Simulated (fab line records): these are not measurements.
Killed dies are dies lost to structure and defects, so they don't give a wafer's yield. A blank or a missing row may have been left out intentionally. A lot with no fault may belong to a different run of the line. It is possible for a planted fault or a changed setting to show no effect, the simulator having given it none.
Chamber matching	flow n5-finfet	rie-diel-01 running N5_BEOL_M3_DESCUM_33: 4 sister chambers
The step chemistry O2, time 7 s. 8 wafers are shown with their chamber, then 9 later ones without.

== WAFERS PAIRED WITH THEIR CHAMBERS ==
wafer	chamber	throttle-valve-pct (%)	drypump-motor-current-A (A)
L075.6	2	20.54	5.4
L082.2	2	20.58	5.4
L083.2	0	20.44	5.3
L083.3	3	20.32	5.7
L083.4	1	19.87	6.0
L084.1	0	20.45	5.3
L084.2	1	19.85	5.9
L084.3	3	20.32	5.7

== WAFERS WITHOUT THEIR CHAMBER ==
wafer	throttle-valve-pct (%)	drypump-motor-current-A (A)
L088.2	20.46	5.3
L088.3	20.58	5.4
L088.5	19.88	6.0
L091.1	20.34	5.7
L091.2	20.60	5.4
L091.6	20.59	5.4
L097.1	20.61	5.4
L097.2	20.34	5.7
L097.5	20.36	5.7

== EACH ONE'S CHAMBER ==
wafer	from the rows above	in truth
L088.2	0	0
L088.3	2	2
L088.5	1	1
L091.1	3	3
L091.2	2	2
L091.6	2	2
L097.1	2	2
L097.2	3	3
L097.5	3	3
Placed correctly: 9 of 9. Left unplaced by these rows: 0. 0 placed wrongly.
How it was worked out, from the rows above alone: a wafer's distance from a chamber is the root of the sum, over the readings, of the square of ((its reading less the chamber's mean) divided by the reading's scatter). The wafer belongs to the nearest chamber; if the next one is less than 2 further off, it can't be placed. A chamber's mean is the mean of its shown wafers. The scatter is the square root of a quotient: the sum, over the shown wafers, of each reading's squared deviation from its chamber's mean, divided by wafers minus chambers.
